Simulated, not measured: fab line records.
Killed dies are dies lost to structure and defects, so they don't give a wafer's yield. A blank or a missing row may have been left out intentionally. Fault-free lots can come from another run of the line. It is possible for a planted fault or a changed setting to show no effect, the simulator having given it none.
Matching of chambers / flow n5Finfet / N5_HKMG_FIN_NWFM_ALD_20 on aldMetal-02 has 4 sister chambers
The step deposits TiAlC, target thk 2 nm, pulse time 3 s, purge time 2 s. 8 wafers are shown with their chamber, then 8 later ones without.

== WAFERS, EACH WITH ITS CHAMBER ==
wafer=L080.4; chamber=3; heaterPowerW (W)=387; chamberPressureTorr (Torr)=3.003
wafer=L081.2; chamber=0; heaterPowerW (W)=441; chamberPressureTorr (Torr)=3.004
wafer=L084.3; chamber=2; heaterPowerW (W)=509; chamberPressureTorr (Torr)=2.996
wafer=L084.4; chamber=3; heaterPowerW (W)=382; chamberPressureTorr (Torr)=2.991
wafer=L089.2; chamber=1; heaterPowerW (W)=499; chamberPressureTorr (Torr)=3.005
wafer=L089.4; chamber=0; heaterPowerW (W)=438; chamberPressureTorr (Torr)=2.991
wafer=L089.6; chamber=2; heaterPowerW (W)=520; chamberPressureTorr (Torr)=2.998
wafer=L090.3; chamber=1; heaterPowerW (W)=500; chamberPressureTorr (Torr)=3.004

== WAFERS WHOSE CHAMBER IS MISSING ==
wafer=L090.5; heaterPowerW (W)=494; chamberPressureTorr (Torr)=2.998
wafer=L090.6; heaterPowerW (W)=450; chamberPressureTorr (Torr)=3.000
wafer=L093.2; heaterPowerW (W)=508; chamberPressureTorr (Torr)=2.997
wafer=L093.4; heaterPowerW (W)=509; chamberPressureTorr (Torr)=3.003
wafer=L093.5; heaterPowerW (W)=439; chamberPressureTorr (Torr)=3.003
wafer=L095.1; heaterPowerW (W)=442; chamberPressureTorr (Torr)=3.000
wafer=L095.4; heaterPowerW (W)=383; chamberPressureTorr (Torr)=3.000
wafer=L095.5; heaterPowerW (W)=437; chamberPressureTorr (Torr)=3.006

== WHICH CHAMBER EACH ONE RAN IN ==
wafer=L090.5; from the rows above=1; in truth=1
wafer=L090.6; from the rows above=0; in truth=0
wafer=L093.2; from the rows above=can't be placed: 2 or 1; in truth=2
wafer=L093.4; from the rows above=can't be placed: 2 or 1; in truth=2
wafer=L093.5; from the rows above=0; in truth=0
wafer=L095.1; from the rows above=0; in truth=0
wafer=L095.4; from the rows above=3; in truth=3
wafer=L095.5; from the rows above=0; in truth=0
Correctly placed: 6 of 8. Can't be placed from these rows: 2 (the true chamber is among the candidates in 2). Placed wrongly: 0.
How it was worked out, from the rows above alone: a wafer's distance from a chamber is the root of the sum, over the readings, of the square of ((its reading less the chamber's mean) divided by the reading's scatter). If the next closest chamber is less than 2 further off than the closest, the wafer can't be placed; otherwise it belongs to the closest. The mean given for a chamber averages the wafers shown for that chamber. How the scatter is found: for the shown wafers, subtract from each reading the mean of its chamber, square and add these, divide the total by (wafers less chambers), then take the root.
